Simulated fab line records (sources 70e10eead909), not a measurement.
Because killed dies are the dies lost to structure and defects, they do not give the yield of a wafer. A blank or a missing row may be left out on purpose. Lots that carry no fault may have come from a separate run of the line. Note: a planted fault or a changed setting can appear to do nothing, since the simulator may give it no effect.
fab line records ; flow nand-harc ; part 2 of 2: steps 26 to 41 of 41
record lots=5; wafers=15; last-day=23
route steps=1159 shown P_STI@82 P_GATE@110
lots with no fault: from the same line, run without faults
start-h: the number of hours between the record's first day and the start of the first shown wafer of the lot ; wait-h: hours elapsed since this lot's preceding step ; " repeats the value in the row above ; L1.1+2: a row that stands for several wafers ; - value missing, or start not given ; * or withheld: withheld ; < > ~ a bound
route shown NAME@n: NAME is a module with steps in the file, n the number in the route of the first one ; usual: mean and standard deviation over wafers with no fault ; same: alike in all rows ; chamber/n: place in a boat ; sites: per-site readings ; _std_site: standard deviation across them ; _edge_site: outer sites' mean less inner sites' ; radius-mm: how far each site lies from the wafer's centre ; mask NAME#n: copy n ; behind: the last tool/chamber to shape the wafer ; hold: the reason the lot was held/the length of the hold in hours/how it ended ; device: whichever transistor did not switch (one of n, p or np) ; end of line: the same wafers' tests at the end of the route ; a step with no rows: only its recipe ; killed: dies that structure and defects cost at the first sort, which is not the same as the wafer's yield ; map: per-die view of a wafer (x killed, . not killed, _ where there is no die)
set.NAME: the setting the step ran with; set.NAME@STEP: the setting that earlier step ran with ; model.NAME: the simulator's own value behind a step, which no gauge read
lots at some steps of the route; a table a step, a row a wafer
services: from which hour (start-h, from the record's first day; less than 0 if before it) a tool's chamber was out of use, for how many hours, and why
## steps
# step NHARC_P_STI_OXIDE_40
# recipe target-thk-a=100; temp-c=900; ox-time-s=1362; material=SiO2
# usual tube-center-temp-C=900.01/0.085
# same ox-time-s=1362
lot.wafer;tool;chamber;start-h;wait-h;tube-center-temp-C
L074.2;furnace-06;0;63.11;-;900.13
L074.3;furnace-06;0;63.11;-;899.96
L074.6;furnace-06;0;63.11;-;899.98
L077.1;furnace-01;0;78.48;-;900.04
L077.3;furnace-01;0;78.48;-;900.01
L077.6;furnace-01;0;78.48;-;900.06
L082.1;furnace-01;0;112.15;-;900
L082.4;furnace-01;0;112.15;-;899.89
L082.6;furnace-01;0;112.15;-;899.99
L085.2;furnace-01;0;125.06;-;899.97
L085.4;furnace-01;0;125.06;-;900.05
L085.5;furnace-01;0;125.06;-;900.1
L093.1;furnace-08;0;182.95;-;900.19
L093.3;furnace-08;0;182.95;-;900.06
L093.6;furnace-08;0;182.95;-;900
# step NHARC_P_STI_INSPECT_25
# usual raw-defect-count=236/110
lot.wafer;tool;chamber;start-h;wait-h;raw-defect-count
L074.2;defect-inspect-01;-;67.21;0.4;438
L074.3;defect-inspect-01;-;67.21;0.4;327
L074.6;defect-inspect-01;-;67.21;0.4;728
L077.1;defect-inspect-01;-;82.54;0.4;269
L077.3;defect-inspect-01;-;82.54;0.4;143
L077.6;defect-inspect-01;-;82.54;0.4;146
L082.1;defect-inspect-01;-;116.19;0.4;274
L082.4;defect-inspect-01;-;116.19;0.4;208
L082.6;defect-inspect-01;-;116.19;0.4;340
L085.2;defect-inspect-02;-;129.18;0.4;268
L085.4;defect-inspect-02;-;129.18;0.4;190
L085.5;defect-inspect-02;-;129.18;0.4;330
L093.1;defect-inspect-01;-;187.03;0.4;243
L093.3;defect-inspect-01;-;187.03;0.4;395
L093.6;defect-inspect-01;-;187.03;0.4;254
# step NHARC_P_GATE_ETCH_69
# recipe target-depth-a=140; chemistry=dHF; material=SiO2
lot.wafer;tool;chamber;start-h;wait-h
L074.3+2+6;wet-bench-03;4,6,7;67.29;0.1
L077.1+6+3;wet-bench-02;3,6,7;82.62;0.1
L082.6+1+4;wet-bench-03;4,6,7;116.28;0.1
L085.5+4+2;wet-bench-07;4,6,7;129.25;0.1
L093.3+1+6;wet-bench-03;7,2,3;187.10;0.1
# step NHARC_P_GATE_PRECLEAN_70
# recipe time-s=*; temp-c=50; bath-age-min=0; chemistry=SC1
# usual temp-c=50.00/0.11
lot.wafer;tool;chamber;start-h;wait-h;temp-c
L074.3;wet-bench-03;4;67.37;0.1;49.98
L074.2;wet-bench-03;6;67.37;0.1;49.88
L074.6;wet-bench-03;7;67.37;0.1;50.09
L077.1;wet-bench-02;3;82.79;0.1;49.90
L077.6;wet-bench-02;6;82.79;0.1;49.99
L077.3;wet-bench-02;7;82.79;0.1;49.95
L082.6;wet-bench-03;4;116.34;0.1;49.83
L082.1;wet-bench-03;6;116.34;0.1;50.06
L082.4;wet-bench-03;7;116.34;0.1;49.94
L085.5;wet-bench-07;4;129.33;0.1;49.91
L085.4;wet-bench-07;6;129.33;0.1;49.75
L085.2;wet-bench-07;7;129.33;0.1;50.16
L093.3;wet-bench-03;7;187.19;0.1;49.86
L093.1;wet-bench-03;2;187.19;0.1;50.00
L093.6;wet-bench-03;3;187.19;0.1;50.00
# step NHARC_P_GATE_SRD_01
lot.wafer;tool;chamber;start-h;wait-h
L074.3+2+6;wet-bench-03;4,6,7;-;-
L077.1+6+3;wet-bench-02;3,6,7;-;-
L082.6+1+4;wet-bench-03;4,6,7;-;-
L085.5+4+2;wet-bench-07;4,6,7;-;-
L093.3+1+6;wet-bench-03;7,2,3;-;-
# step NHARC_P_GATE_OXIDE_02
# recipe target-thk-a=375; temp-c=950; p-h2o-torr=720; ox-time-s=365; material=SiO2
# usual tube-center-temp-C=950.01/0.087
# same ox-time-s=365
lot.wafer;tool;chamber;start-h;wait-h;tube-center-temp-C
L074.2;furnace-03;0;70.25;-;949.98
L074.3;furnace-03;0;70.25;-;949.78
L074.6;furnace-03;0;70.25;-;950.01
L077.1;furnace-03;0;85.59;-;950.03
L077.3;furnace-03;0;85.59;-;950.06
L077.6;furnace-03;0;85.59;-;950
L082.1;furnace-03;0;119.24;-;950.1
L082.4;furnace-03;0;119.24;-;950.03
L082.6;furnace-03;0;119.24;-;950.17
L085.2;furnace-03;0;133.33;-;949.98
L085.4;furnace-03;0;133.33;-;950.08
L085.5;furnace-03;0;133.33;-;950
L093.1;furnace-03;0;190.08;-;950.05
L093.3;furnace-03;0;190.08;-;950
L093.6;furnace-03;0;190.08;-;949.99
# step NHARC_P_GATE_DEHYDRATE_03
# recipe temp-c=150; time-s=120
lot.wafer;tool;chamber;start-h;wait-h
L074.2+3+6;litho-track-02;0;74.83;0.4
L077.1+3+6;litho-track-02;0;90.18;0.4
L082.1+4+6;litho-track-05;0;123.78;0.4
L085.2+4+5;litho-track-07;0;137.98;0.4
L093.1+3+6;litho-track-02;0;194.59;0.4
# step NHARC_P_GATE_HMDS_04
# recipe time-s=30
lot.wafer;tool;chamber;start-h;wait-h
L074.2+3+6;litho-track-02;0;-;-
L077.1+3+6;litho-track-02;0;-;-
L082.1+4+6;litho-track-05;0;-;-
L085.2+4+5;litho-track-07;0;-;-
L093.1+3+6;litho-track-02;0;-;-
# step NHARC_P_GATE_COAT_05
# recipe spin-rpm=4690
lot.wafer;tool;chamber;start-h;wait-h
L074.2+3+6;litho-track-02;0;-;-
L077.1+3+6;litho-track-02;0;-;-
L082.1+4+6;litho-track-05;0;-;-
L085.2+4+5;litho-track-07;0;-;-
L093.1+3+6;litho-track-02;0;-;-
# step NHARC_P_GATE_SOFTBAKE_06
# recipe temp-c=122; time-s=95
lot.wafer;tool;chamber;start-h;wait-h
L074.2+3+6;litho-track-02;0;-;-
L077.1+3+6;litho-track-02;0;-;-
L082.1+4+6;litho-track-05;0;-;-
L085.2+4+5;litho-track-07;0;-;-
L093.1+3+6;litho-track-02;0;-;-
# step NHARC_P_GATE_EBR_07
lot.wafer;tool;chamber;start-h;wait-h
L074.2+3+6;litho-track-02;0;-;-
L077.1+3+6;litho-track-02;0;-;-
L082.1+4+6;litho-track-05;0;-;-
L085.2+4+5;litho-track-07;0;-;-
L093.1+3+6;litho-track-02;0;-;-
# step NHARC_P_GATE_EXPOSE_08
# recipe na=0.6; dose-mj=16.75; mask-id=P_HV
lot.wafer;tool;chamber;start-h;wait-h;mask
L074.2+3+6;krf-scanner-04;0;75.40;-;P_HV#0
L077.1+3+6;krf-scanner-01;0;90.45;-;P_HV#0
L082.1+4+6;krf-scanner-02;0;124.05;-;P_HV#0
L085.2+4+5;krf-scanner-01;0;138.42;-;P_HV#0
L093.1+3+6;krf-scanner-02;0;194.90;-;P_HV#0
# step NHARC_P_GATE_PEB_09
# recipe peb-temp-c=118; peb-time-s=85
lot.wafer;tool;chamber;start-h;wait-h
L074.2+3+6;litho-track-02;0;75.47;0.1
L077.1+3+6;litho-track-05;0;90.51;0.1
L082.1+4+6;litho-track-05;0;124.12;0.1
L085.2+4+5;litho-track-02;0;138.48;0.1
L093.1+3+6;litho-track-02;0;194.96;0.1
# step NHARC_P_GATE_DEVELOP_10
# recipe time-s=70
lot.wafer;tool;chamber;start-h;wait-h
L074.2+3+6;litho-track-02;0;-;-
L077.1+3+6;litho-track-05;0;-;-
L082.1+4+6;litho-track-05;0;-;-
L085.2+4+5;litho-track-02;0;-;-
L093.1+3+6;litho-track-02;0;-;-
# step NHARC_P_GATE_CD_MEAS_11
# recipe target-cd-nm=1640; landing-energy-ev=500
# usual cd-nm=1639.3/1.7
lot.wafer;tool;chamber;start-h;wait-h;cd-nm
L074.2;cd-sem-02;0;75.56;-;1640.0
L074.3;cd-sem-02;0;75.56;-;1638.3
L074.6;cd-sem-02;0;75.56;-;1635.5
L077.1;cd-sem-01;0;90.60;-;1639.1
L077.3;cd-sem-01;0;90.60;-;1638.2
L077.6;cd-sem-01;0;90.60;-;1636.5
L082.1;cd-sem-03;0;124.21;-;1637.4
L082.4;cd-sem-03;0;124.21;-;1638.8
L082.6;cd-sem-03;0;124.21;-;1638.8
L085.2;cd-sem-02;0;138.57;-;1641.0
L085.4;cd-sem-02;0;138.57;-;1642.2
L085.5;cd-sem-02;0;138.57;-;1638.5
L093.1;cd-sem-01;0;195.05;-;1642.4
L093.3;cd-sem-01;0;195.05;-;1641.5
L093.6;cd-sem-01;0;195.05;-;1644.4
# step NHARC_P_GATE_HARDBAKE_12
# recipe temp-c=125; time-s=80
lot.wafer;tool;chamber;start-h;wait-h
L074.2+3+6;litho-track-07;0;75.64;-
L077.1+3+6;litho-track-05;0;90.68;-
L082.1+4+6;litho-track-02;0;124.29;-
L085.2+4+5;litho-track-02;0;138.66;-
L093.1+3+6;litho-track-02;0;195.13;-
## services
tool;chamber;start-h;hours;kind
furnace-08;-;19.51;26.0;pm
rie-diel-03;-;38.30;9.0;pm
wet-bench-04;-;41.85;2.5;repair
wet-bench-06;-;48.25;1.7;repair
rie-diel-11;3;59.20;3.1;repair
litho-track-05;-;62.00;7.0;pm
wet-bench-07;-;96.00;8.0;pm
rie-diel-03;3;97.23;9.3;repair
rie-diel-11;2;107.76;4.7;repair
hdpcvd-01;-;111.49;13.0;pm
rie-diel-11;0;112.17;15.6;repair
rie-diel-11;3;114.17;2.7;repair
rie-si-01;-;127.00;9.0;pm
rie-diel-03;2;128.74;8.4;repair
wet-bench-06;-;129.60;8.0;pm
rie-si-01;3;140.92;3.9;repair
wet-bench-03;-;146.40;8.0;pm
wet-bench-06;-;148.79;1.9;repair
wet-bench-04;-;163.20;8.0;pm
litho-track-02;-;165.00;7.0;pm
rie-si-01;1;166.80;6.3;repair
litho-track-07;-;189.00;7.0;pm
rie-diel-11;1;189.07;2.4;repair
rie-diel-11;-;189.50;9.0;pm
